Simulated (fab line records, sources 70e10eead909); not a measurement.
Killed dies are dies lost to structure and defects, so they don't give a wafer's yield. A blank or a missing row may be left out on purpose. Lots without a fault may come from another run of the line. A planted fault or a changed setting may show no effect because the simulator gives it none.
Which tool did it? | flow nand_harc | 6 lots, 18 wafers sampled, at 1 step of a route of 1302

WHAT THE GAUGES READ, wafer by wafer
NHARC_P_M2_OVL_MEAS_10: pitch 340 nm.
lot  | measured     | on         | overlay_x_nm (nm)
L630 | day 6 23:57  | overlay-02 | 0.4 0.5 -0.1
L635 | day 9 05:28  | overlay-01 | -0.8 -0.7 -0.3
L637 | day 10 00:01 | overlay-02 | -0.3 -0.7 0.0
L647 | day 13 21:36 | overlay-02 | -0.2 0.4 -0.2
L649 | day 14 13:31 | overlay-01 | 0.8 0.5 0.5
L651 | day 15 17:14 | overlay-01 | 0.1 1.2 1.0

WHICH TOOL RAN EACH LOT (tool, then ch and the chambers of the sampled wafers, then the start)
The record holds no process step before these readings.

THE ANSWER, worked out from the rows above alone
Rule: what is usual is taken from the lots themselves. Put in order of their means at a reading, lots are off if they are a third of the lots or fewer, leave a main group of 4 or more, and stand apart from it by a gap of 3 or more times the standard deviation of the main group's means; of several such gaps the widest counts. A main group whose means are all the same, to the digits that the tables above print for the reading, isn't used. A lot without any number at a reading at which 4 lots or more have one is off too. The other lots that the step has rows for count as sound.
No lot is off at any reading shown: from this, nothing can be told.

WHAT THE SIMULATOR HAD PUT IN
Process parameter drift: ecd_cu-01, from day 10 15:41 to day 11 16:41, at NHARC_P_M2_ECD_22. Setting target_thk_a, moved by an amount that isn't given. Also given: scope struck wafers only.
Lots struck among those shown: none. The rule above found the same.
